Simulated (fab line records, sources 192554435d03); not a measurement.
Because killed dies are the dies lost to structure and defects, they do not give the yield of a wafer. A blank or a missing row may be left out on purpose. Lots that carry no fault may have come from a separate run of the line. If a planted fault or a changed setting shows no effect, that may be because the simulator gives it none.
Chamber matching    flow n5_finfet    rie_diel-01 running N5_BEOL_M2_ETCH_77: 4 sister chambers
The step etches underlayer in N2/H2, target depth 6.5 nm, time 5.2 s. 8 wafers are shown with their chamber, then 8 later ones without.

== WAFERS WITH THEIR CHAMBER ==
wafer   chamber  drypump_motor_current_A (A)  etch_rf_on_time_s (s)
L078.5  3        5.54                         5.19
L080.3  1        5.50                         4.93
L081.3  0        5.70                         4.77
L081.5  2        5.85                         5.43
L084.1  0        5.70                         4.82
L084.2  3        5.50                         5.08
L084.3  2        5.85                         5.48
L087.1  1        5.53                         5.02

== WAFERS MISSING THEIR CHAMBER ==
wafer   drypump_motor_current_A (A)  etch_rf_on_time_s (s)
L087.2  5.89                         5.49
L087.3  5.51                         5.01
L093.1  5.84                         5.44
L093.3  5.72                         4.78
L093.4  5.56                         4.92
L094.1  5.84                         5.47
L094.4  5.51                         5.00
L094.5  5.69                         4.84

== CHAMBER TAKEN BY EACH ==
wafer   from the rows above      in truth
L087.2  2                        2
L087.3  can't be placed: 1 or 3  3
L093.1  2                        2
L093.3  0                        0
L093.4  can't be placed: 1 or 3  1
L094.1  2                        2
L094.4  can't be placed: 1 or 3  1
L094.5  0                        0
Correctly placed: 5 of 8. From these rows, 3 cannot be placed; in 3 the true chamber is one of the candidates. 0 placed wrongly.
How it was worked out, from the rows above alone: a wafer's distance from a chamber is the root of the sum, over the readings, of the square of ((its reading less the chamber's mean) divided by the reading's scatter). If the next closest chamber is less than 2 further off than the closest, the wafer can't be placed; otherwise it belongs to the closest. The mean given for a chamber averages the wafers shown for that chamber. The scatter: the root of (the sum of the squares of (reading less its chamber's mean) over the shown wafers, divided by (wafers less chambers)).
